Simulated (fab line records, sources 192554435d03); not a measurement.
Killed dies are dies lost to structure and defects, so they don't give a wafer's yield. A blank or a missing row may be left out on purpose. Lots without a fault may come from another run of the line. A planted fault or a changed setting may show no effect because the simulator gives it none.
fab line records | flow n5_finfet
record lots=9 wafers=27 last_day=17
route steps=1938 shown MOL_CONTACT_COAG@530 BEOL_M4@1111 PASSIVATION@1936
lots that met no fault: from a run of the same line without faults
start_h: hours from the record's first day to the start of the lot's first wafer shown | wait_h: hours since the lot's step before | " the same as in the row above | L1.1+2: a row that stands for several wafers | - no value, or no start given | * or withheld: withheld | < > ~ a bound
route shown NAME@n: a module of which the file shows steps, and the number in the route of the first | usual: mean/standard deviation of fault-free wafers | same: alike in all rows | chamber/n: place in a boat | sites: the reading at each site | _std_site: their standard deviation | _edge_site: outer sites' mean less inner sites' | radius_mm: how far each site lies from the wafer's centre | mask NAME#n: copy n | behind: the tool/chamber that last shaped the wafer | hold: why the lot was held/for how many hours/how that ended | device: the transistor (n, p or np) that didn't switch | end of line: the same wafers' tests at the end of the route | a step without rows: its recipe alone | killed: dies lost to structure and defects at the first sort, not the wafer's yield | map: a wafer's dies, x killed, . not, _ none there
set.NAME: the setting as run; set.NAME@STEP: as run at that earlier step | model.NAME: the simulator's own value behind a step, which no gauge read
steps of the route over a sample of lots; a table a step, a row a wafer
services: from which hour (start_h, from the record's first day; less than 0 if before it) a tool's chamber was out of use, for how many hours, and why
## steps
# step N5_MOL_CONTACT_COAG_ETCH_59
# recipe chemistry=N2/H2 target=underlayer target_depth_a=130 mask_material=CAR-EUV time_s=10.4 ion_energy_ev=200 pressure_mtorr=30 source_w=840 bias_w=150 n2_flow_sccm=200 h2_flow_sccm=200 ends=cleared
# usual drypump_motor_current_A=5.8/0.42 etch_rf_on_time_s=10.32/0.19 oes_product_au=0.69/0.082 rf_vpp_V=524.0/2.6 showerhead_plenum_p_Torr=2.54/0.083 throttle_valve_pct=17.79/0.18
# columns lot.wafer tool chamber start_h wait_h drypump_motor_current_A etch_rf_on_time_s oes_product_au rf_hours_counter_h rf_vpp_V showerhead_plenum_p_Torr throttle_valve_pct
L336.2 rie_diel-04 2 95.08 0.0 6.3 10.49 0.61 214 525.9 2.52 17.95
L336.5 " 2 " " 6.2 10.53 0.62 - 523.6 2.52 17.95
L336.6 " 1 " " 5.7 10.43 0.65 - 527.0 2.65 17.79
L337.3 rie_diel-02 1 103.68 0.0 5.6 10.19 0.61 206 519.0 2.41 17.79
L337.4 " 2 " " 5.9 10.45 0.65 - 521.0 2.46 18.00
L337.5 " 1 " " 5.6 10.23 0.61 - 521.3 2.41 17.78
L341.2 rie_diel-02 2 129.42 0.0 5.9 10.33 0.64 152 519.7 2.46 18.02
L341.4 " 0 " " 5.9 9.97 0.78 34 524.4 2.58 17.64
L341.6 " 1 " " 5.6 10.13 0.60 - 521.0 2.40 17.79
L351.3 rie_diel-02 1 190.54 0.0 5.6 10.24 0.59 241 519.9 2.40 17.83
L351.4 " 3 " " 6.3 10.69 0.59 204 525.6 2.63 17.68
L351.6 " 0 " " 5.9 10.07 0.76 - 525.0 2.57 17.68
L352.2 rie_diel-03 2 192.69 0.0 4.8 10.07 0.84 1 522.9 2.48 17.55
L352.3 " 3 " " 6.1 10.47 0.71 68 524.0 2.57 17.78
L352.5 " 0 " " 5.8 10.05 0.81 - 521.3 2.49 17.76
L354.4 rie_diel-03 3 203.93 0.0 6.1 10.53 0.71 72 524.1 2.57 17.77
L354.5 " 0 " " 5.7 10.12 0.80 - 522.4 2.49 17.78
L354.6 " 1 " " 6.3 10.39 0.76 - 522.7 2.60 17.85
L355.1 rie_diel-04 0 209.71 0.0 5.5 10.22 0.76 35 528.2 2.68 17.40
L355.3 " 3 " " 5.6 10.23 0.70 71 522.2 2.47 17.71
L355.5 " 2 " " 6.3 10.24 0.60 - 523.0 2.50 18.02
L357.3 rie_diel-04 0 220.96 0.0 5.5 10.18 0.76 40 527.5 2.68 17.41
L357.5 " 3 " " 5.5 10.26 0.70 - 521.9 2.46 17.72
L357.6 " 0 " " 5.5 10.28 0.74 - 527.5 2.68 17.41
L358.1 rie_diel-04 3 226.94 0.0 5.5 10.31 0.70 79 521.1 2.46 17.72
L358.3 " 1 " " 5.7 10.48 0.63 188 526.4 2.63 17.85
L358.5 " 3 " " 5.6 10.34 0.69 - 520.6 2.46 17.72
# step N5_MOL_CONTACT_COAG_ETCH_15
# recipe chemistry=CH3F/O2 target=SiNx target_depth_a=70 mask_material=SOC stop_on=Si:P over_etch_frac=0.75 ion_energy_ev=120 pressure_mtorr=30 source_w=395 bias_w=73 Ar_flow_sccm=150 CH3F_flow_sccm=30 O2_flow_sccm=20
# usual drypump_motor_current_A=5.8/0.42 oes_ar_750_au=0.81/0.089 oes_product_au=0.59/0.066 rf_vpp_V=299/7.5 showerhead_plenum_p_Torr=2.01/0.072 throttle_valve_pct=16.29/0.19
# columns lot.wafer tool chamber start_h wait_h drypump_motor_current_A oes_ar_750_au oes_product_au rf_hours_counter_h rf_vpp_V showerhead_plenum_p_Torr throttle_valve_pct
L336.2 rie_diel-04 2 95.26 0.0 6.3 0.72 0.53 214 297 1.99 16.56
L336.5 " 2 " " 6.2 0.72 0.53 - 298 1.99 16.55
L336.6 " 1 " " 5.7 0.77 0.57 - 299 2.10 16.23
L337.3 rie_diel-02 1 103.87 0.0 5.6 0.72 0.51 206 292 1.89 16.37
L337.4 " 2 " " 5.9 0.78 0.55 - 286 1.93 16.34
L337.5 " 1 " " 5.6 0.72 0.52 - 292 1.89 16.37
L341.2 rie_diel-02 2 129.60 0.0 5.9 0.76 0.56 152 285 1.92 16.36
L341.4 " 0 " " 5.9 0.90 0.66 34 307 2.04 16.11
L341.6 " 1 " " 5.6 0.71 0.50 - 291 1.89 16.40
L351.3 rie_diel-02 1 190.73 0.0 5.6 0.70 0.49 241 290 1.88 16.45
L351.4 " 3 " " 6.3 0.69 0.52 204 304 2.07 16.17
L351.6 " 0 " " 5.9 0.87 0.63 - 305 2.03 16.16
L352.2 rie_diel-03 2 192.87 0.0 4.8 0.97 0.71 1 299 1.97 16.16
L352.3 " 3 " " 6.1 0.81 0.61 68 308 2.02 16.27
L352.5 " 0 " " 5.8 0.93 0.67 - 303 1.97 16.10
L354.4 rie_diel-03 3 204.11 0.0 6.1 0.81 0.61 72 307 2.02 16.27
L354.5 " 0 " " 5.8 0.93 0.66 - 303 1.97 16.13
L354.6 " 1 " " 6.3 0.89 0.65 - 303 2.06 16.31
L355.1 rie_diel-04 0 209.90 0.0 5.5 0.88 0.64 35 305 2.14 16.11
L355.3 " 3 " " 5.5 0.83 0.59 71 284 1.93 16.12
L355.5 " 2 " " 6.3 0.69 0.51 - 295 1.98 16.62
L357.3 rie_diel-04 0 221.14 0.0 5.5 0.87 0.64 40 303 2.14 16.11
L357.5 " 3 " " 5.6 0.83 0.60 - 284 1.93 16.12
L357.6 " 0 " " 5.6 0.87 0.64 - 304 2.14 16.10
L358.1 rie_diel-04 3 227.12 0.0 5.6 0.82 0.58 79 285 1.93 16.13
L358.3 " 1 " " 5.7 0.73 0.55 188 301 2.08 16.33
L358.5 " 3 " " 5.6 0.83 0.59 - 285 1.93 16.13
# step N5_MOL_CONTACT_COAG_SPUTTER_143
# recipe material=Co target_thk_a=25 temp_c=25 chamber_pressure_pa=0.2
# usual chamber_pressure_pa=0.2000/0.00037 substrate_temp_c=25.00/0.11 throttle_valve_pct=29.8/1
# columns lot.wafer tool chamber start_h wait_h chamber_pressure_pa substrate_temp_c throttle_valve_pct
L336.2 pvd_sputter-03 - 97.77 0.0 0.1998 24.78 31.5
L336.5 " - " " 0.1994 24.86 31.3
L336.6 " - " " 0.2001 25.11 29.5
L337.3 pvd_sputter-01 - 106.76 0.0 0.1998 24.89 30.7
L337.4 " - " " 0.2001 24.90 29.0
L337.5 " - " " 0.1999 25.02 30.8
L341.2 pvd_sputter-01 - 131.12 0.0 0.1994 24.94 28.6
L341.4 " - " " 0.1994 24.97 29.0
L341.6 " - " " 0.2005 25.10 30.8
L351.3 pvd_sputter-02 - 194.18 0.0 - - -
L351.4 " - " " - - -
L351.6 " - " " - - -
L352.2 pvd_sputter-01 - 194.71 0.0 - - -
L352.3 " - " " - - -
L352.5 " - " " - - -
L354.4 pvd_sputter-02 - 205.99 0.0 0.1996 24.87 29.5
L354.5 " - " " 0.2001 24.82 29.1
L354.6 " - " " 0.2004 24.97 29.6
L355.1 pvd_sputter-02 - 212.92 0.0 0.1994 24.85 30.5
L355.3 " - " " 0.2002 25.04 28.8
L355.5 " - " " 0.2004 24.93 29.3
L357.3 pvd_sputter-02 - 223.98 0.0 0.2002 24.97 30.6
L357.5 " - " " 0.1999 24.96 30.4
L357.6 " - " " 0.2000 25.02 29.0
L358.1 pvd_sputter-02 - 230.38 0.0 0.2005 24.95 29.4
L358.3 " - " " 0.1994 24.93 29.9
L358.5 " - " " 0.2000 24.79 29.4
# step N5_MOL_CONTACT_COAG_CO_FILL_22
# recipe material=Co target_thk_a=200 temp_c=200 precursor=CCTBA/H2 pressure_torr=30
# usual heater_power_w=232/22
# columns lot.wafer tool chamber start_h wait_h heater_power_w
L336.2 cvd_co-01 2 97.89 0.1 239
L336.5 " 0 " " 207
L336.6 " 2 " " 233
L337.3 cvd_co-02 0 106.88 0.1 278
L337.4 " 2 " " 217
L337.5 " 1 " " 220
L341.2 cvd_co-02 0 131.24 0.1 279
L341.4 " 1 " " 221
L341.6 " 0 " " 284
L351.3 cvd_co-01 1 194.30 0.1 250
L351.4 " 1 " " 247
L351.6 " 2 " " 228
L352.2 cvd_co-01 2 194.96 0.2 234
L352.3 " 0 " " 211
L352.5 " 2 " " 237
L354.4 cvd_co-01 2 206.40 0.4 234
L354.5 " 1 " " 243
L354.6 " 0 " " 210
L355.1 cvd_co-01 0 213.04 0.1 210
L355.3 " 2 " " 239
L355.5 " 0 " " 211
L357.3 cvd_co-02 2 224.10 0.1 215
L357.5 " 2 " " 217
L357.6 " 0 " " 288
L358.1 cvd_co-01 1 230.52 0.1 242
L358.3 " 2 " " 242
L358.5 " 2 " " 234
# step N5_BEOL_M4_RC_MEAS_101
# usual DIBL_N=36.0/1.7 DIBL_P=35.8/2 IOFF_N=0.15/0.03 IOFF_P=0.20/0.037 ION_N=670/12 ION_P=460/7.2 SS_N=71.5/0.68 SS_P=73.2/0.65 VT_N=250/3.1 VT_P=-251/3.4
# columns lot.wafer tool chamber start_h wait_h DIBL_N[mV/V] DIBL_P[mV/V] IOFF_N[nA/um] IOFF_P[nA/um] ION_N[uA/um] ION_P[uA/um] SS_N[mV/dec] SS_P[mV/dec] VT_N[mV] VT_P[mV]
L336.2 prober-01 0 175.62 0.2 36.4 35.4 0.16 0.20 664 456 71.6 73.0 250 -251
L336.5 " 0 " " 34.2 31.6 0.11 0.16 655 455 70.5 72.0 256 -256
L336.6 " 0 " " 34.7 32.5 0.13 0.16 662 454 71.2 72.5 253 -257
L337.3 prober-01 0 180.80 0.3 34.3 33.3 0.12 0.16 668 456 71.9 72.0 251 -252
L337.4 " 0 " " 35.8 34.4 0.15 0.17 677 457 72.1 72.7 247 -253
L337.5 " 0 " " 36.6 34.3 0.15 0.16 646 440 72.3 72.8 252 -253
L341.2 prober-01 0 200.75 0.2 36.3 37.4 0.15 0.21 654 448 70.6 73.9 248 -252
L341.4 " 0 " " 34.4 36.1 0.13 0.18 663 460 71.2 73.1 252 -251
L341.6 " 0 " " 39.2 40.2 0.20 0.27 669 455 73.0 74.0 246 -251
L351.3 prober-01 0 266.22 0.3 36.8 35.9 0.17 0.19 682 462 71.5 73.5 247 -251
L351.4 " 0 " " 33.2 33.4 0.12 0.16 677 466 70.2 72.4 252 -254
L354.4 prober-01 0 290.17 0.5 35.0 35.2 0.14 0.21 677 466 70.9 73.5 249 -249
L354.5 " 0 " " 36.0 35.9 0.16 0.21 683 461 71.0 73.1 250 -250
L354.6 " 0 " " 36.9 37.6 0.17 0.24 690 470 71.8 73.5 250 -246
L355.1 prober-02 0 299.09 0.0 34.7 33.9 0.13 0.18 664 454 70.7 73.4 252 -249
L355.3 " 0 " " 37.6 37.7 0.17 0.24 684 467 71.3 73.3 249 -249
L355.5 " 0 " " 34.3 33.2 0.12 0.17 653 452 70.4 72.3 250 -254
L357.3 prober-02 0 305.41 0.3 34.7 33.1 0.14 0.17 671 462 71.1 72.5 248 -253
L357.5 " 0 " " 35.7 35.3 0.15 0.20 684 465 70.8 73.3 247 -252
L357.6 " 0 " " 37.3 35.7 0.17 0.21 665 457 71.3 72.6 248 -250
L358.1 prober-02 0 317.11 0.0 36.1 37.4 0.16 0.21 685 467 71.8 73.0 251 -252
L358.3 " 0 " " 32.9 33.9 0.12 0.17 672 457 70.4 72.3 252 -252
L358.5 " 0 " " 36.1 37.3 0.16 0.20 681 460 71.1 73.9 249 -253
# step N5_PASSIVATION_PROBE_49
# usual defect_limited_yield=91.4/1.5 killed_at_M0_to_M3=32/9.8 killed_at_M4_up=15/5.6 killed_at_contacts=12/5.4 killed_at_front_end=40/13 killed_at_other=3.0/2.1 killed_dies=102/17 killed_on_rim=14/4.4 killed_open=67/13 killed_short=32/7.1 sort_bin_5_function=5.1/0.96 sort_bin_6_memory=3.2/0.7 sort_bin_8_speed=0.0/0.3 sort_n_pass=1078/18 sort_yield_pct=91.3/1.5
# same gross_dies=1180 killed_at_back_side=0 sort_bin_4_leakage[%]=0
# columns lot.wafer tool chamber start_h wait_h defect_limited_yield[%] killed_at_M0_to_M3 killed_at_M4_up killed_at_contacts killed_at_front_end killed_at_other killed_dies killed_on_rim killed_open killed_short sort_bin_5_function[%] sort_bin_6_memory[%] sort_bin_8_speed[%] sort_n_pass sort_yield_pct[%]
L341.2 prober-02 - 310.38 0.1 90.4 45 16 13 35 4 113 13 82 31 4.7 4.6 0 1067 90.4
L341.4 prober-02 - 310.48 0.2 88.2 37 13 13 73 3 139 23 88 44 6.5 4.6 0 1041 88.2
L341.6 prober-02 - 310.58 0.3 89.6 45 11 13 50 4 123 16 88 35 5.8 4.3 0 1057 89.6
L351.3 prober-02 - 369.90 0.1 39.0 38 27 584 71 0 720 142 91 49 55.3 4.8 0 460 39.0
L351.4 prober-02 - 369.95 0.2 41.9 32 11 593 46 3 685 126 74 36 54.1 3.9 0 495 41.9
L351.6 prober-02 - 370.05 0.3 39.4 29 12 619 50 5 715 137 71 28 56.1 3.5 0 465 39.4
L352.2 prober-02 - 393.88 0.1 40.7 22 8 630 37 3 700 64 44 29 56.4 2.7 0 480 40.7
L352.3 prober-02 - 393.93 0.1 42.0 23 12 624 25 0 684 29 57 21 54.4 3.6 0 496 42.0
L352.5 prober-02 - 394.03 0.2 42.4 35 11 614 19 1 680 24 47 33 54.7 3.0 0 500 42.4
L354.4 prober-01 - 394.28 0.2 89.7 27 8 9 76 2 122 16 87 32 5.7 4.2 0 1058 89.7
L354.5 prober-01 - 394.33 0.2 91.3 27 6 11 52 7 103 18 68 34 5.4 3.1 0 1077 91.3
L354.6 prober-01 - 394.38 0.3 90.3 29 8 3 74 1 115 18 81 34 5.8 3.8 0 1065 90.3
L355.1 prober-01 - 404.01 0.0 90.1 35 19 15 46 2 117 19 72 43 6.6 3.1 0 1063 90.1
L355.3 prober-01 - 404.11 0.1 90.6 35 16 19 36 5 111 16 74 37 6.4 3.0 0 1069 90.6
L355.5 prober-01 - 404.21 0.2 91.8 36 11 21 24 5 97 15 49 46 4.0 4.0 0 1083 91.8
# killed by level:class
L341.2 BEOL_M2:geometric_particle:open=15 MOL_CONTACT_COAG:geometric_particle:open=12 BEOL_M4:geometric_particle:open=10 BEOL_M3:geometric_particle:open=9 STI_FIN_REVEAL:geometric_particle:open=8 FIN_SAQP:geometric_particle:short=7 DUMMY_GATE:geometric_particle:open=7 BEOL_M0_SAQP:geometric_particle:short=6
L341.4 STI_FIN_REVEAL:geometric_particle:open=30 BEOL_M1:geometric_particle:open=15 FIN_SAQP:geometric_particle:short=12 MOL_CONTACT_COAG:geometric_particle:open=9 HKMG_FIN:area_etch=7 FIN_SAQP:geometric_particle:open=6 STI_FIN_REVEAL:geometric_particle:short=6 BEOL_M4:geometric_particle:short=6
L341.6 STI_FIN_REVEAL:geometric_particle:open=21 BEOL_M3:geometric_particle:open=14 MOL_CONTACT_COAG:geometric_particle:open=11 STI_FIN_REVEAL:geometric_particle:short=8 BEOL_M2:geometric_particle:open=7 BEOL_M0_SAQP:geometric_particle:open=6 BEOL_M4:geometric_particle:open=6 FIN_SAQP:geometric_particle:open=4
L351.3 MOL_CONTACT_COAG:area_sputter=576 STI_FIN_REVEAL:geometric_particle:open=21 BEOL_M4:geometric_particle:open=15 FIN_SAQP:geometric_particle:short=13 FIN_SAQP:geometric_particle:open=12 BEOL_M0_SAQP:geometric_particle:open=11 BEOL_M0_SAQP:geometric_particle:short=10 STI_FIN_REVEAL:geometric_particle:short=7
L351.4 MOL_CONTACT_COAG:area_sputter=573 STI_FIN_REVEAL:geometric_particle:open=20 MOL_CONTACT_COAG:geometric_particle:open=11 MOL_CONTACT_COAG:geometric_particle:short=9 BEOL_M4:geometric_particle:open=9 STI_FIN_REVEAL:geometric_particle:short=8 BEOL_M0_SAQP:geometric_particle:short=8 FIN_SAQP:geometric_particle:open=5
L351.6 MOL_CONTACT_COAG:area_sputter=605 STI_FIN_REVEAL:geometric_particle:open=25 MOL_CONTACT_COAG:geometric_particle:open=13 HKMG_FIN:area_etch=10 BEOL_M0_SAQP:geometric_particle:open=8 BEOL_M2:geometric_particle:open=8 STI_FIN_REVEAL:geometric_particle:short=6 BEOL_M4:geometric_particle:open=5
L352.2 MOL_CONTACT_COAG:area_sputter=627 FIN_SAQP:geometric_particle:short=6 BEOL_M2:geometric_particle:open=5 STI_FIN_REVEAL:geometric_particle:open=4 DUMMY_GATE:geometric_particle:open=4 ILD0:geometric_particle:short=4 GATE_CUT:geometric_particle:short=4 BEOL_M0_SAQP:geometric_particle:short=4
L352.3 MOL_CONTACT_COAG:area_sputter=605 MOL_CONTACT_COAG:geometric_particle:open=15 FIN_SAQP:geometric_particle:open=7 BEOL_M2:geometric_particle:open=6 STI_FIN_REVEAL:geometric_particle:open=5 BEOL_M0_SAQP:geometric_particle:open=5 MOL_CONTACT_COAG:geometric_particle:short=4 BEOL_M0_SAQP:geometric_particle:short=4
L352.5 MOL_CONTACT_COAG:area_sputter=597 MOL_CONTACT_COAG:geometric_particle:open=10 BEOL_M2:geometric_particle:open=9 BEOL_M1:geometric_particle:open=7 MOL_CONTACT_COAG:geometric_particle:short=7 BEOL_M3:geometric_particle:open=5 BEOL_M0:geometric_particle:open=4 BEOL_M1:geometric_particle:short=4
L354.4 FIN_SAQP:geometric_particle:open=29 STI_FIN_REVEAL:geometric_particle:open=17 BEOL_M1:geometric_particle:open=9 GATE_CUT:geometric_particle:short=7 BEOL_M2:geometric_particle:open=5 MOL_CONTACT_COAG:geometric_particle:open=5 STI_FIN_REVEAL:geometric_particle:short=4 MOL_CONTACT_COAG:geometric_particle:short=4
L354.5 STI_FIN_REVEAL:geometric_particle:open=21 MOL_CONTACT_COAG:geometric_particle:open=10 FIN_SAQP:geometric_particle:open=9 STI_FIN_REVEAL:geometric_particle:short=9 BEOL_M0_SAQP:geometric_particle:short=5 BEOL_M1:geometric_particle:open=5 MIM_TOP:geometric_particle:open=5 FIN_SAQP:geometric_particle:short=4
L354.6 FIN_SAQP:geometric_particle:open=27 STI_FIN_REVEAL:geometric_particle:open=15 FIN_SAQP:geometric_particle:short=10 BEOL_M2:geometric_particle:open=10 GATE_CUT:geometric_particle:short=8 BEOL_M1:geometric_particle:open=8 STARTING-WAFER:geometric_particle:short=6 BEOL_M0:geometric_particle:open=4
L355.1 FIN_SAQP:geometric_particle:short=11 BEOL_M0_SAQP:geometric_particle:open=11 BEOL_M4:geometric_particle:open=10 MOL_CONTACT_COAG:geometric_particle:open=10 STI_FIN_REVEAL:geometric_particle:open=9 BEOL_M0_SAQP:geometric_particle:short=9 FIN_SAQP:geometric_particle:open=6 MOL_CONTACT_COAG:geometric_particle:short=5
L355.3 MOL_CONTACT_COAG:geometric_particle:open=15 BEOL_M0_SAQP:geometric_particle:open=15 FIN_SAQP:geometric_particle:short=10 FIN_SAQP:geometric_particle:open=8 BEOL_M4:geometric_particle:open=7 BEOL_M0_SAQP:geometric_particle:short=5 BEOL_M2:geometric_particle:open=5 STI_FIN_REVEAL:geometric_particle:open=4
L355.5 MOL_CONTACT_COAG:geometric_particle:short=12 BEOL_M0_SAQP:geometric_particle:short=11 BEOL_M0_SAQP:geometric_particle:open=10 MOL_CONTACT_COAG:geometric_particle:open=9 FIN_SAQP:geometric_particle:short=8 BEOL_M3:geometric_particle:open=5 FIN_SAQP:geometric_particle:open=4 GATE_CUT:geometric_particle:short=4
## services
# columns tool chamber start_h hours kind
rie_diel-04 0 76.49 - clean
rie_diel-04 0 76.49 - consumable_replace:focus_ring
rie_diel-04 0 76.49 - consumable_replace:showerhead
rie_diel-04 0 76.49 19.5 scheduled_down
rie_diel-04 0 76.49 19.5 vent_cycle
rie_diel-02 0 91.45 11.1 repair
pvd_sputter-02 - 96.11 3.1 repair
rie_diel-02 3 99.64 9.0 repair
cvd_co-02 - 101.57 3.8 pm
cvd_co-01 - 107.56 0.4 repair
cvd_co-02 - 108.64 7.0 repair
cvd_co-01 1 114.67 - clean
cvd_co-01 1 114.67 22.0 scheduled_down
rie_diel-02 3 117.67 8.6 repair
rie_diel-04 - 122.84 15.6 pm
cvd_co-01 - 161.67 2.8 pm
cvd_co-01 - 184.46 0.6 repair
pvd_sputter-02 - 200.34 4.0 repair
rie_diel-03 - 212.07 0.1 repair
rie_diel-04 2 216.41 - clean
rie_diel-04 2 216.41 - consumable_replace:focus_ring
rie_diel-04 2 216.41 23.9 scheduled_down
rie_diel-04 2 216.41 23.9 vent_cycle
rie_diel-03 - 223.88 15.6 pm
## key
first_sign step=N5_MOL_CONTACT_COAG_SPUTTER_143 reading=tool_record direction=missing
effect step=N5_PASSIVATION_PROBE_49 reading=killed_at_contacts direction=up sigmas=99+ usual=12 struck=611
more_kills_born_at N5_MOL_CONTACT_COAG_SPUTTER_143@pvd_sputter-01=1829 N5_MOL_CONTACT_COAG_SPUTTER_143@pvd_sputter-02=1754
met_at N5_MOL_CONTACT_COAG_SPUTTER_143
struck_lots L351,L352
later_rows_left_out L351.6,L352.2,L352.3,L352.5
not_acting_at N5_MOL_CONTACT_COAG_ETCH_59,N5_MOL_CONTACT_COAG_ETCH_15,N5_MOL_CONTACT_COAG_CO_FILL_22
onset_between 131.12 194.18
fault kind=skipped_step_whole tool=pvd_sputter-01,pvd_sputter-02 chamber=- onset_h=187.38 steps=N5_MOL_CONTACT_COAG_SPUTTER_143 scope=struck_lots_only
# later_rows_left_out: the simulator's readings of these wafers behind a module that went badly wrong aren't trusted and aren't shown, but for the sort
